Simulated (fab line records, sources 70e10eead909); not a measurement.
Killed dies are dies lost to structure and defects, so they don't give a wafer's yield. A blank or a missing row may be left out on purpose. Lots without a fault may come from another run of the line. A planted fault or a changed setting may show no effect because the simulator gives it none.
Which tool did it? | flow nand_harc | 14 lots, 39 wafers sampled, at 5 steps of a route of 1302

WHAT THE GAUGES READ, wafer by wafer
NHARC_END_SORT_01. Usual: killed_at_array 52, standard deviation 16; killed_at_other 0.8, standard deviation 0.98; killed_at_periphery 4.2, standard deviation 2.9; killed_dies 57, standard deviation 16; killed_open 3.3, standard deviation 1.9; killed_short 2.5, standard deviation 1.5.
lot  | measured     | on        | killed_at_array | killed_at_other | killed_at_periphery | killed_dies | killed_open | killed_short | flag
L916 | day 31 08:01 | prober-01 | 54              | 0               | 3                   | 57          | 4           | 2            |

WHICH TOOL RAN EACH LOT (tool, then ch and the chambers of the sampled wafers, then the start)
lot  | NHARC_A_CHANNEL_HOLE_D2_ETCH_24  | NHARC_A_CHANNEL_HOLE_D2_ETCH_25  | NHARC_A_CHANNEL_FILL_D2_ALD_14   | NHARC_A_CHANNEL_FILL_D2_ALD_16
L901 | har_etch-01 ch 0,1, day 14 02:14 | har_etch-01 ch 0,1, day 14 03:01 | ald_hk-01 ch 0,3, day 14 13:10   | ald_hk-03 ch 0,1, day 14 18:38
L899 | har_etch-01 ch 0,1, day 14 06:41 | har_etch-01 ch 0,1, day 14 07:29 | ald_hk-01 ch 0,1,2, day 14 17:17 | ald_hk-01 ch 0,1,3, day 14 22:14
L900 | har_etch-02 ch 0,1, day 14 10:22 | har_etch-02 ch 0,1, day 14 11:10 | ald_hk-03 ch 2,3, day 14 20:53   | ald_hk-03 ch 0,2, day 15 02:05
L902 | har_etch-02 ch 0,1, day 15 03:44 | har_etch-02 ch 0,1, day 15 04:29 | ald_hk-01 ch 1,2,3, day 15 14:34 | ald_hk-03 ch 0,1,3, day 15 19:48
L905 | har_etch-01 ch 0, day 16 00:10   | har_etch-01 ch 0, day 16 00:56   | ald_hk-03 ch 1,2, day 16 12:06   | ald_hk-03 ch 0,1,2, day 16 17:07
L904 | har_etch-02 ch 0,1, day 16 00:15 | har_etch-02 ch 0,1, day 16 01:02 | ald_hk-02 ch 0,1,3, day 16 11:46 | ald_hk-01 ch 2,3, day 16 17:07
L907 | har_etch-02 ch 0,1, day 16 17:31 | har_etch-02 ch 0,1, day 16 18:18 | ald_hk-03 ch 0,1,3, day 17 04:26 | ald_hk-03 ch 1,2, day 17 09:31
L906 | har_etch-01 ch 0,1, day 16 18:11 | har_etch-01 ch 0,1, day 16 18:57 | ald_hk-01 ch 1,2, day 17 04:22   | ald_hk-02 ch 0,2,3, day 17 09:34
L908 | har_etch-01 ch 0,1, day 17 17:21 | har_etch-01 ch 0,1, day 17 18:10 | ald_hk-01 ch 0,2,3, day 18 05:25 | ald_hk-02 ch 1,3, day 18 13:38
L909 | har_etch-01 ch 0,1, day 18 01:52 | har_etch-01 ch 0,1, day 18 02:40 | ald_hk-02 ch 0,1, day 18 13:50   | ald_hk-02 ch 1,2,3, day 18 19:07
L916 | har_etch-02 ch 0,1, day 20 12:24 | har_etch-02 ch 0,1, day 20 13:13 | ald_hk-02 ch 2,3, day 20 22:56   | ald_hk-03 ch 0,1, day 21 04:06
L917 | har_etch-01 ch 0, day 21 01:57   | har_etch-01 ch 0, day 21 02:42   | ald_hk-01 ch 1,3, day 21 13:53   | ald_hk-03 ch 2,3, day 21 19:07
L918 | har_etch-02 ch 0,1, day 21 14:05 | har_etch-02 ch 0,1, day 21 14:51 | ald_hk-03 ch 0,1, day 22 00:55   | ald_hk-03 ch 1, day 22 06:01
L921 | har_etch-02 ch 0,1, day 22 18:17 | har_etch-02 ch 0,1, day 22 19:03 | ald_hk-03 ch 0,1,3, day 23 05:34 | ald_hk-01 ch 0,1,3, day 23 11:19
- NHARC_A_CHANNEL_HOLE_D2_ETCH_24: etches the open film in C4F8/O2/Ar, time 906.2 s, target depth 1500 nm.
- NHARC_A_CHANNEL_HOLE_D2_ETCH_25: etches the open film in C4F8/O2/Ar, time 1040.2 s, target depth 1500 nm.
- NHARC_A_CHANNEL_FILL_D2_ALD_14: deposits SiO2, target thk 2.5 nm, pulse time 10 s, ald cycles 25.
- NHARC_A_CHANNEL_FILL_D2_ALD_16: deposits SiO2, target thk 1.5 nm, pulse time 10 s, ald cycles 15.

WHAT THE TOOLS THEMSELVES READ (means of the sampled wafers that have a number; where no wafer has one, the mark that the record gives instead)
NHARC_A_CHANNEL_HOLE_D2_ETCH_24. Usual: drypump_motor_current_A 6.1 A, standard deviation 0.38; showerhead_plenum_p_Torr 3.72 Torr, standard deviation 0.11; throttle_valve_pct 32.236 %, standard deviation 0.0091.
lot  | tool        | drypump_motor_current_A (A) | showerhead_plenum_p_Torr (Torr) | throttle_valve_pct (%) | flag
L901 | har_etch-01 | 6.5                         | 3.64                            | 32.233                 |
L899 | har_etch-01 | 6.5                         | 3.64                            | 32.228                 |
L900 | har_etch-02 | 5.8                         | 3.79                            | 32.228                 |
L902 | har_etch-02 | 5.8                         | 3.79                            | 32.244                 |
L905 | har_etch-01 | 6.4                         | 3.67                            | 32.231                 |
L904 | har_etch-02 | 5.7                         | 3.84                            | 32.243                 |
L907 | har_etch-02 | 5.7                         | 3.84                            | 32.239                 |
L906 | har_etch-01 | 6.4                         | 3.64                            | 32.233                 |
L908 | har_etch-01 | 6.4                         | 3.64                            | 32.240                 |
L909 | har_etch-01 | 6.5                         | 3.63                            | 32.241                 |
L916 | har_etch-02 | 5.7                         | 3.78                            | 32.224                 |
L917 | har_etch-01 | 6.4                         | 3.63                            | 32.238                 |
L918 | har_etch-02 | 5.8                         | 3.77                            | 32.240                 |
L921 | har_etch-02 | 5.7                         | 3.79                            | 32.232                 |

NHARC_A_CHANNEL_HOLE_D2_ETCH_25. Usual: drypump_motor_current_A 6.1 A, standard deviation 0.38; showerhead_plenum_p_Torr 3.72 Torr, standard deviation 0.11; throttle_valve_pct 32.234 %, standard deviation 0.0084.
lot  | tool        | drypump_motor_current_A (A) | showerhead_plenum_p_Torr (Torr) | throttle_valve_pct (%) | flag
L901 | har_etch-01 | 6.5                         | 3.64                            | 32.237                 |
L899 | har_etch-01 | 6.5                         | 3.64                            | 32.234                 |
L900 | har_etch-02 | 5.8                         | 3.79                            | 32.239                 |
L902 | har_etch-02 | 5.8                         | 3.79                            | 32.235                 |
L905 | har_etch-01 | 6.4                         | 3.67                            | 32.231                 |
L904 | har_etch-02 | 5.7                         | 3.84                            | 32.227                 |
L907 | har_etch-02 | 5.7                         | 3.84                            | 32.235                 |
L906 | har_etch-01 | 6.4                         | 3.64                            | 32.234                 |
L908 | har_etch-01 | 6.5                         | 3.63                            | 32.226                 |
L909 | har_etch-01 | 6.5                         | 3.63                            | 32.239                 |
L916 | har_etch-02 | 5.8                         | 3.78                            | 32.216                 |
L917 | har_etch-01 | 6.3                         | 3.63                            | 32.240                 |
L918 | har_etch-02 | 5.8                         | 3.77                            | 32.233                 |
L921 | har_etch-02 | 5.7                         | 3.79                            | 32.232                 |

NHARC_A_CHANNEL_FILL_D2_ALD_14. Usual: heater_power_w 472 W, standard deviation 48; precursor_pulse_height_rel 1.004, standard deviation 0.019.
lot  | tool      | heater_power_w (W) | precursor_pulse_height_rel | flag
L901 | ald_hk-01 | 465                | 0.996                      |
L899 | ald_hk-01 | 505                | 1.001                      |
L900 | ald_hk-03 | 452                | 1.016                      |
L902 | ald_hk-01 | 485                | 0.982                      |
L905 | ald_hk-03 | 445                | 1.003                      |
L904 | ald_hk-02 | 450                | 0.989                      |
L907 | ald_hk-03 | 484                | 1.002                      |
L906 | ald_hk-01 | 485                | 0.993                      |
L908 | ald_hk-01 | 505                | 1.026                      |
L909 | ald_hk-02 | 459                | 0.984                      |
L916 | ald_hk-02 | 408                | 0.986                      |
L917 | ald_hk-01 | 434                | 0.999                      |
L918 | ald_hk-03 | 471                | 0.980                      |
L921 | ald_hk-03 | 486                | 0.995                      |

NHARC_A_CHANNEL_FILL_D2_ALD_16. Usual: heater_power_w 467 W, standard deviation 44; precursor_pulse_height_rel 1.002, standard deviation 0.02.
lot  | tool      | heater_power_w (W) | precursor_pulse_height_rel | flag
L901 | ald_hk-03 | 459                | 0.997                      |
L899 | ald_hk-01 | 468                | 0.982                      |
L900 | ald_hk-03 | 438                | 0.994                      |
L902 | ald_hk-03 | 487                | 1.001                      |
L905 | ald_hk-03 | 451                | 1.000                      |
L904 | ald_hk-01 | 521                | 1.008                      |
L907 | ald_hk-03 | 449                | 1.002                      |
L906 | ald_hk-02 | 422                | 1.022                      |
L908 | ald_hk-02 | 441                | 1.022                      |
L909 | ald_hk-02 | 435                | 1.003                      |
L916 | ald_hk-03 | 473                | 0.978                      |
L917 | ald_hk-03 | 468                | 0.994                      |
L918 | ald_hk-03 | 461                | 1.016                      |
L921 | ald_hk-01 | 464                | 0.998                      |

THE ANSWER, worked out from the rows above alone
Rule: a lot is off if the mean of its wafers that have a number lies more than 3 standard deviations from the usual mean. A lot without any number at a reading at which 4 lots or more have one is off too. The other lots that the step has rows for count as sound. The gauges are gone through in route order, then the tools' own readings, and for those a lot's mean is taken as printed above. The first step at which some lot is off is used, and at that step the reading that is off furthest; a lot without a number counts as furthest.
No lot is off at any reading shown: from this, nothing can be told.

WHAT THE SIMULATOR HAD PUT IN
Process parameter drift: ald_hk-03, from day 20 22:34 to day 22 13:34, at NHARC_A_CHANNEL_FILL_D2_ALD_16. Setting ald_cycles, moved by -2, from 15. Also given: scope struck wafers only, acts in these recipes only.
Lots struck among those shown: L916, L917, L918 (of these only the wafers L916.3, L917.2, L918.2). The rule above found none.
